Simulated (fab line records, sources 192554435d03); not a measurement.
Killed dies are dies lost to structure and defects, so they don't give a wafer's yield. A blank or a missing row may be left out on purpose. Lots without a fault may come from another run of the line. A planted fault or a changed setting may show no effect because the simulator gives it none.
Split-lot experiment | flow n5_finfet | 7 lots, 21 wafers read, on a route of 1938 steps

THE SPLIT
At N5_STI_FIN_REVEAL_ETCHBACK_08 (etches SiO2 in C4F6/O2, target depth 30.5 nm, time 10.167 s), the setting time_s was moved away from the recipe's 10.167 s on 6 of the 21 wafers read, by -13.8% to +20.6%. The other wafers ran this setting at the recipe's value.

FROM THE SPLIT TO THE READING: what the file shows between them, 3 steps
- N5_STI_FIN_REVEAL_STRIP_24: strips in N2/H2, time 90 s
- N5_STI_FIN_REVEAL_PRECLEAN_25: cleans in SPM, time 90 s
- N5_STI_FIN_REVEAL_SRD_23: time 30 s

THE READING
trench_depth_nm, in nm, at N5_STI_FIN_REVEAL_FIN_H_MEAS_10. Fault-free wafers of this fab line usually give 52.1 nm, standard deviation 0.63 nm.

wafer  | tool, chamber at the split | time_s as run, s | against the recipe | trench_depth_nm, nm | against lot-mates on the recipe
L077.1 | rie_diel-05, 3             | 10.167           | recipe             | 50.9                | -
L077.2 | rie_diel-05, 1,2           | 9.186            | -9.6%              | 47.9                | -3.0
L077.4 | rie_diel-05, 1,2           | 9.186            | -9.6%              | 48.3                | -2.6
L082.1 | rie_diel-05, 3,1           | 12.26            | +20.6%             | 57.5                | +5.3
L082.4 | rie_diel-05, 1             | 10.167           | recipe             | 52.2                | -
L082.5 | rie_diel-05, 3,1           | 12.26            | +20.6%             | 57.9                | +5.7
L085.1 | rie_diel-05, 3,0,1         | 10.167           | recipe             | 51.8                | -
L085.3 | rie_diel-05, 3,0,1         | 10.167           | recipe             | 51.8                | -
L085.4 | rie_diel-05, 3,0,1         | 10.167           | recipe             | 51.9                | -
L086.2 | rie_diel-05, 3             | 10.167           | recipe             | 50.9                | -
L086.5 | rie_diel-05, 2             | 8.764            | -13.8%             | 47.2                | -3.8
L086.6 | rie_diel-05, 3             | 10.167           | recipe             | 51.0                | -
L089.1 | rie_diel-06, 0,2,2         | 10.167           | recipe             | 52.4                | -
L089.3 | rie_diel-06, 0,2,2         | 10.167           | recipe             | 51.9                | -
L089.4 | rie_diel-06, 0,2,2         | 10.167           | recipe             | 51.9                | -
L092.2 | rie_diel-03, 3,2,0         | 10.167           | recipe             | 52.8                | -
L092.4 | rie_diel-03, 3,2,0         | 10.167           | recipe             | 52.2                | -
L092.6 | rie_diel-03, 3,2,0         | 10.167           | recipe             | 52.0                | -
L094.3 | rie_diel-06, 0             | 8.795            | -13.5%             | 47.2                | -4.8
L094.5 | rie_diel-06, 0,1           | 10.167           | recipe             | 51.8                | -
L094.6 | rie_diel-06, 0,1           | 10.167           | recipe             | 52.3                | -
Where a row lists several chambers, the file gives one row for several wafers and doesn't say which wafer went through which chamber.

THE FIT
A straight line over all 21 wafers: trench_depth_nm changes by +0.312 nm for each +1% of time_s; r = +0.98; the points scatter about the line by 0.56 nm.
The same after taking each lot's own level away (the mean of its wafers on the recipe; 21 wafers): +0.282 nm for each +1%; r = +0.99; scatter 0.32 nm.
On that fit, the largest move of time_s shifts the reading by 5.8 nm.
The lots' own levels span 50.90 to 52.33 nm, that is 2.3 times the standard deviation above.
So the lot-to-lot level changes the slope: the two fits differ.
Check: with one of the wafers moved furthest among these (+20.6%) left out of the fit, the line predicts +5.98 nm for it against its lot-mates. It came out at +5.3 nm against them.

OTHER SPLITS ON THESE WAFERS
These wafers also went through other splits before the reading. Each is held against what the fit with the lots' levels taken away leaves over:
other split on the same wafers            | wafers away from the commonest value | r with trench_depth_nm (lot level and that fit taken away)
N5_ZERO_LAYER_COAT_05 spin_rpm            | 8                                    | +0.05
N5_ZERO_LAYER_EXPOSE_08 dose_mj           | 6                                    | +0.13
N5_PMOS_HMC_CHANNEL_EPI_COAT_31 spin_rpm  | 9                                    | +0.20
N5_PMOS_HMC_CHANNEL_EPI_PEB_07 peb_temp_c | 6                                    | -0.06
N5_FIN_SAQP_ETCH_65 time_s                | 7                                    | +0.39

THE FILE'S OWN FIT
trench_depth_nm changes by +0.289 nm for each +1% of time_s, r = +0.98.
